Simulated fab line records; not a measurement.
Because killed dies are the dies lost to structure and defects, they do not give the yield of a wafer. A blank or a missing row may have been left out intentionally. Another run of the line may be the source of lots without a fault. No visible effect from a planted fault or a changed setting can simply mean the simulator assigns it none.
Struck lot and sound lot, side by side | flow n5_finfet | 16 steps out of a route of 1938
Sound: the wafers L246.2, L246.3, L246.4. Struck: wafer L257.4 (left out: L257.3, a lot-mate that was not struck); the cause follows at the end.
At each step with rows: each side's tool, then ch and its chambers, then its first start. Under that, the readings that differ: sound wafers | struck wafers | difference of the means | sigmas: that difference in standard deviations of wafers without a fault.
alike: a reading whose means differ by less than 2 such deviations, as well as words and numbers matching on both sides. not compared: withheld readings; readings where some wafer has no value; bounds like >300 that might hide an equal value; numbers whose values overlap and for which the record gives no deviation.
Wherever a step has rows on one side only, a row that says differs or no value, or a row with sigmas, the two part there. Numbers that don't overlap but have no deviation are shown without sigmas and don't part them. A reading that every wafer of one side lacks parts them only if that side has two wafers or more.

first, 1 step without rows for these wafers: N5_BEOL_M0_DEGAS_112 (time 60 s).
N5_BEOL_M0_PRE_CLEAN_113: time 30 s.
  sound: pvd_sputter-02 at day 6 12:23; struck: pvd_sputter-03 at day 9 10:22
  alike: heater_power_w
then, 1 step without rows for these wafers: N5_BEOL_M0_ALD_136 (deposits TaN, pulse time 2 s, purge time 3 s, co reactant purge time 2 s).
N5_BEOL_M0_SURFACE_TREAT_137:
  sound: pvd_sputter-02 at day 6 13:22; struck: pvd_sputter-03 at day 9 10:40
  not compared: throttle_valve_pct
then, 4 steps without rows for these wafers: N5_BEOL_M0_CVD_115 (deposits Co from CCTBA/H2, time 120 s); N5_BEOL_M0_SPUTTER_116 (material Cu, target thk 4 nm, time 7.37 s); N5_BEOL_M0_ANNEAL_117 (time 60 s); N5_BEOL_M0_SPUTTER_132 (material Cu, target thk 4 nm, time 7.37 s).
N5_BEOL_M0_ANNEAL_133: time 60 s.
  sound: pvd_sputter-03 at day 6 14:38; struck: pvd_sputter-03 at day 9 11:10
  alike: heater_power_w
then, 1 step without rows for these wafers: N5_BEOL_M0_SPUTTER_134 (material Cu, target thk 4 nm, time 7.37 s).
N5_BEOL_M0_ANNEAL_135: time 60 s.
  sound: pvd_sputter-03 at day 6 14:45; struck: pvd_sputter-03 at day 9 14:15
  alike: heater_power_w
N5_BEOL_M0_SPUTTER_141: material Cu, target thk 4 nm, time 7.37 s.
  sound: pvd_sputter-03 at day 6 14:47; struck: pvd_sputter-03 at day 9 14:17
  alike: chuck_gas_flow_sccm, throttle_valve_pct
N5_BEOL_M0_ECD_118: material Cu, target thk 300 nm.
  sound on ecd_cu-01 ch 0,1, day 6 14:55; struck on ecd_cu-02 ch 1, day 9 14:26
  reading                                 | sound           | struck | difference | sigmas
  model.Cu_of_BEOL_M0_ECD_118.thk_nm (nm) | 298 300.4 301.8 | 424.8  | +124.7     |
then, 1 step without rows for these wafers: N5_BEOL_M0_ANNEAL_119 (time 90 s).
N5_BEOL_M0_CMP_120: polishes, stops on SiOC, t overpolish 6.9 s.
  sound on cmp-02 ch 1,2,3, day 6 15:17; struck on cmp-03 ch 3, day 9 14:47
  reading                | sound          | struck | difference | sigmas
  motor_current_A (A)    | 5.4 5.1 6.2    | 7.8    | +2.2       | +3
  time_to_endpoint_s (s) | 62.8 61.2 63.8 | 83.6   | +21.0      | +8
-- here the record skips 3 days between the struck wafers' starts before and after, leaving off in module BEOL_M0 and picking up in module BEOL_M4 (first step shown: number 1111 of the route) --
N5_BEOL_M4_RC_MEAS_101:
  sound on prober-01 ch 0, day 9 08:19; struck on prober-02 ch 0, day 12 07:04
  alike: DIBL_N, DIBL_P, IOFF_N, IOFF_P, ION_N, ION_P, SS_N, SS_P, VT_N, VT_P

WHERE THEY PART
Within this record, at N5_BEOL_M0_CMP_120 only. Later steps at which nothing parts them and some readings are alike: N5_BEOL_M4_RC_MEAS_101.

WHY: the cause the simulator had injected
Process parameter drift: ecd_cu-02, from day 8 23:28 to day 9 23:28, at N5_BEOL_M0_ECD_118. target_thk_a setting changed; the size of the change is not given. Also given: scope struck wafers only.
